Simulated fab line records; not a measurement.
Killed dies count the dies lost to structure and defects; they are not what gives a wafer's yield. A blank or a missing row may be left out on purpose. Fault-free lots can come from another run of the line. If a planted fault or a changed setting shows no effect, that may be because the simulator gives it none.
Chamber matching	flow n5 finfet	N5_BEOL_M5_DESCUM_33 on rie diel-02: 4 sister chambers
The step chemistry O2, time 7 s. 4 wafers are shown with their chamber, then 8 later ones without.

WAFERS, EACH WITH ITS CHAMBER
wafer	chamber	showerhead plenum p Torr (Torr)
L248.4	1	2.20
L252.3	3	1.95
L252.4	2	2.09
L258.1	0	2.02

WAFERS WITH NO CHAMBER GIVEN
wafer	showerhead plenum p Torr (Torr)
L258.2	1.95
L258.4	2.19
L257.2	2.08
L257.4	2.19
L257.6	2.01
L267.2	2.01
L267.3	2.08
L267.4	2.19

WHICH CHAMBER EACH ONE RAN IN
wafer	from the rows above	in truth
L258.2	3	3
L258.4	1	1
L257.2	2	2
L257.4	1	1
L257.6	0	0
L267.2	0	0
L267.3	2	2
L267.4	1	1
Correct placement for 8 of the 8. Number that these rows cannot place: 0. 0 placed wrongly.
How it was worked out, from the rows above alone: a wafer's distance from a chamber is the root of the sum, over the readings, of the square of ((its reading less the chamber's mean) divided by the reading's scatter). The wafer belongs to the nearest chamber; if the next one is less than 2 further off, it can't be placed. A chamber's mean is the mean of its shown wafers. The scatter: with one shown wafer a chamber, the root of the mean of the squares of how far each hidden wafer lies from its nearest shown one.
